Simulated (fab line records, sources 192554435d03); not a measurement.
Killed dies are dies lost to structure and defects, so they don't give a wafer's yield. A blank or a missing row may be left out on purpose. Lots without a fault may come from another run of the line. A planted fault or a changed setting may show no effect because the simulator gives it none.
Split-lot experiment | flow n5_finfet | 7 lots, 21 wafers read, on a route of 1938 steps

THE SPLIT
At N5_BEOL_M0_SAQP_COAT_08 (resist thk 90 nm), the setting spin_rpm was moved away from the recipe's 1500 rpm on 8 of the 21 wafers read, by -11.2% to +6.7%. The other wafers ran this setting at the recipe's value.

FROM THE SPLIT TO THE READING: what the file shows between them, 2 steps
- N5_BEOL_M0_SAQP_EXPOSE_11: exposes mask M0 CORE, target cd 42 nm (also split here: dose_mj)
- N5_BEOL_M0_SAQP_PEB_12: peb time 60 s

THE READING
CAR-ArF_of_BEOL_M0_SAQP_COAT_08.thk_nm (the simulator's own value, which no gauge read), in nm, at N5_BEOL_M0_SAQP_DEVELOP_13 (develop time 30 s). The file gives no usual value for it. The 13 wafers here that ran the recipe average 88.3 nm, standard deviation 0.4 nm.

wafer  | tool, chamber at the split | spin_rpm as run, rpm | against the recipe | CAR-ArF_of_BEOL_M0_SAQP_COAT_08.thk_nm, nm | against lot-mates on the recipe
L074.2 | litho_track-03, 0          | 1500                 | recipe             | 88                                         | -
L074.3 | litho_track-03, 0          | 1500                 | recipe             | 88.4                                       | -
L074.6 | litho_track-03, 0          | 1500                 | recipe             | 88.2                                       | -
L079.2 | litho_track-04, 0          | 1500                 | recipe             | 88                                         | -
L079.4 | litho_track-04, 0          | 1600                 | +6.7%              | 85.4                                       | -2.6
L079.6 | litho_track-04, 0          | 1600                 | +6.7%              | 85                                         | -3.0
L084.2 | litho_track-02, 0          | 1343                 | -10.5%             | 92.8                                       | +5.1
L084.3 | litho_track-02, 0          | 1500                 | recipe             | 87.8                                       | -
L084.6 | litho_track-02, 0          | 1500                 | recipe             | 87.6                                       | -
L089.1 | litho_track-03, 0          | 1577                 | +5.1%              | 86.2                                       | -2.4
L089.2 | litho_track-03, 0          | 1577                 | +5.1%              | 86.2                                       | -2.4
L089.6 | litho_track-03, 0          | 1500                 | recipe             | 88.6                                       | -
L091.1 | litho_track-04, 0          | 1500                 | recipe             | 88.4                                       | -
L091.2 | litho_track-04, 0          | 1500                 | recipe             | 89                                         | -
L091.5 | litho_track-04, 0          | 1500                 | recipe             | 89                                         | -
L092.1 | litho_track-04, 0          | 1500                 | recipe             | 88                                         | -
L092.3 | litho_track-04, 0          | 1332                 | -11.2%             | 94                                         | +6.0
L092.6 | litho_track-04, 0          | 1332                 | -11.2%             | 93.6                                       | +5.6
L096.2 | litho_track-04, 0          | 1500                 | recipe             | 88.4                                       | -
L096.4 | litho_track-04, 0          | 1500                 | recipe             | 88.4                                       | -
L096.5 | litho_track-04, 0          | 1572                 | +4.8%              | 86                                         | -2.4

THE FIT
A straight line over all 21 wafers: CAR-ArF_of_BEOL_M0_SAQP_COAT_08.thk_nm changes by -0.465 nm for each +1% of spin_rpm; r = -0.99; the points scatter about the line by 0.38 nm.
The same after taking each lot's own level away (the mean of its wafers on the recipe; 21 wafers): -0.488 nm for each +1%; r = -1.00; scatter 0.23 nm.
On that fit, the largest move of spin_rpm shifts the reading by 5.5 nm.
The lots' own levels span 87.70 to 88.80 nm, that is 2.7 times the standard deviation above.
So the lot-to-lot level changes the slope little: the two slopes agree.
Check: with one of the wafers moved furthest among these (-11.2%) left out of the fit, the line predicts +5.38 nm for it against its lot-mates. It came out at +6 nm against them.

OTHER SPLITS ON THESE WAFERS
These wafers also went through other splits before the reading. Each is held against what the fit with the lots' levels taken away leaves over:
other split on the same wafers        | wafers away from the commonest value | r with CAR-ArF_of_BEOL_M0_SAQP_COAT_08.thk_nm (lot level and that fit taken away)
N5_GATE_CUT_EXPOSE_10 dose_mj         | 8                                    | -0.03
N5_MOL_CONTACT_COAG_ETCH_106 source_w | 6                                    | +0.04
N5_BEOL_M0_SAQP_EXPOSE_11 dose_mj     | 6                                    | -0.06

THE WHOLE CHAIN: every reading that the file lists as answering this split, in the file's order
step                       | what it does      | reading                                                                                 | change (the file's fit)               | r (the file's)
N5_BEOL_M0_SAQP_COAT_08    | resist thk 90 nm  | CAR-ArF_of_BEOL_M0_SAQP_COAT_08.thk_nm (the simulator's own value, which no gauge read) | -0.479 nm for each +1% of the setting | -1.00
N5_BEOL_M0_SAQP_DEVELOP_13 | develop time 30 s | CAR-ArF_of_BEOL_M0_SAQP_COAT_08.thk_nm (the simulator's own value, which no gauge read) | -0.489 nm for each +1% of the setting | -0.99

THE FILE'S OWN FIT
CAR-ArF_of_BEOL_M0_SAQP_COAT_08.thk_nm changes by -0.489 nm for each +1% of spin_rpm, r = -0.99.
